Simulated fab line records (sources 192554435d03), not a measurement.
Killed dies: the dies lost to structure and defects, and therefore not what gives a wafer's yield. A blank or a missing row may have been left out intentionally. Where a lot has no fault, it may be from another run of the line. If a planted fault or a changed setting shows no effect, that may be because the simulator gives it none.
Matching of chambers :: flow n5_finfet :: 4 sister chambers for N5_FIN_SAQP_SPACER1_ALD_24 on ald_sin-01
The step deposits SiO2, target thk 20.3 nm, pulse time 1 s, purge time 2 s. 8 wafers are shown with their chamber, then 7 later ones without.

== WAFERS, EACH WITH ITS CHAMBER ==
wafer: L081.1
chamber: 3
heater_power_w (W): 515
chamber_pressure_Torr (Torr): 1.998

wafer: L081.4
chamber: 0
heater_power_w (W): 444
chamber_pressure_Torr (Torr): 1.999

wafer: L081.6
chamber: 2
heater_power_w (W): 592
chamber_pressure_Torr (Torr): 1.999

wafer: L092.1
chamber: 3
heater_power_w (W): 520
chamber_pressure_Torr (Torr): 1.997

wafer: L092.2
chamber: 1
heater_power_w (W): 548
chamber_pressure_Torr (Torr): 1.998

wafer: L092.3
chamber: 0
heater_power_w (W): 408
chamber_pressure_Torr (Torr): 1.994

wafer: L093.3
chamber: 1
heater_power_w (W): 542
chamber_pressure_Torr (Torr): 1.995

wafer: L093.4
chamber: 2
heater_power_w (W): 598
chamber_pressure_Torr (Torr): 2.007

== WAFERS MISSING THEIR CHAMBER ==
wafer: L093.6
heater_power_w (W): 582
chamber_pressure_Torr (Torr): 1.996

wafer: L094.1
heater_power_w (W): 581
chamber_pressure_Torr (Torr): 2.009

wafer: L094.4
heater_power_w (W): 495
chamber_pressure_Torr (Torr): 2.004

wafer: L094.6
heater_power_w (W): 420
chamber_pressure_Torr (Torr): 2.000

wafer: L096.1
heater_power_w (W): 560
chamber_pressure_Torr (Torr): 1.998

wafer: L096.2
heater_power_w (W): 596
chamber_pressure_Torr (Torr): 2.005

wafer: L096.5
heater_power_w (W): 560
chamber_pressure_Torr (Torr): 2.003

== WHICH CHAMBER EACH WENT THROUGH ==
wafer: L093.6
from the rows above: can't be placed: 2 or 1
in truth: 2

wafer: L094.1
from the rows above: 2
in truth: 2

wafer: L094.4
from the rows above: can't be placed: 3 or 1
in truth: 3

wafer: L094.6
from the rows above: 0
in truth: 0

wafer: L096.1
from the rows above: can't be placed: 1 or 2
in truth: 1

wafer: L096.2
from the rows above: 2
in truth: 2

wafer: L096.5
from the rows above: can't be placed: 1 or 2 or 3
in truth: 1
Placed correctly: 3 of 7. These rows do not allow placing 4 (true chamber among the candidates in 4). 0 placed wrongly.
How it was worked out, from the rows above alone: a wafer's distance from a chamber is the root of the sum, over the readings, of the square of ((its reading less the chamber's mean) divided by the reading's scatter). If the next closest chamber is less than 2 further off than the closest, the wafer can't be placed; otherwise it belongs to the closest. For every chamber, the mean is computed from those of its wafers that are shown. The scatter: take each reading less its chamber's mean, square it, sum over the shown wafers, divide by the number of wafers less the number of chambers, and take the root.
